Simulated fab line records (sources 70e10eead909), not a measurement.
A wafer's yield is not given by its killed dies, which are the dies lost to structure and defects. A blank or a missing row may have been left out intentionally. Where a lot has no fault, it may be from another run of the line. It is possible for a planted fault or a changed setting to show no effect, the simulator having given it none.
Matching of chambers | flow nand_harc | NHARC_P_M0_CMP_23 on cmp-02 has 4 sister chambers
The step polishes, t overpolish 20 s, target thk 117.54 nm. 4 wafers are shown with their chamber, then 6 later ones without.

## WAFERS PAIRED WITH THEIR CHAMBERS
wafer  | chamber | motor_current_A (A)
L253.5 | 2       | 12.2
L255.6 | 0       | 11.8
L257.3 | 3       | 11.7
L257.6 | 1       | 14.3

## WAFERS MISSING THEIR CHAMBER
wafer  | motor_current_A (A)
L259.1 | 11.8
L259.4 | 14.1
L259.6 | 13.5
L262.2 | 10.9
L262.3 | 12.6
L262.5 | 14.1

## WHICH CHAMBER EACH WENT THROUGH
wafer  | from the rows above               | in truth
L259.1 | can't be placed: 0 or 3 or 2      | 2
L259.4 | 1                                 | 1
L259.6 | can't be placed: 1 or 2 or 0 or 3 | 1
L262.2 | can't be placed: 3 or 0 or 2      | 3
L262.3 | can't be placed: 2 or 0 or 3      | 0
L262.5 | 1                                 | 1
Correct placement for 2 of the 6. Not placeable from these rows: 4 (in 4, the candidates include the true chamber). 0 placed wrongly.
How it was worked out, from the rows above alone: a wafer's distance from a chamber is the root of the sum, over the readings, of the square of ((its reading less the chamber's mean) divided by the reading's scatter). If the next closest chamber is less than 2 further off than the closest, the wafer can't be placed; otherwise it belongs to the closest. For every chamber, the mean is computed from those of its wafers that are shown. The scatter: with one shown wafer a chamber, the root of the mean of the squares of how far each hidden wafer lies from its nearest shown one.
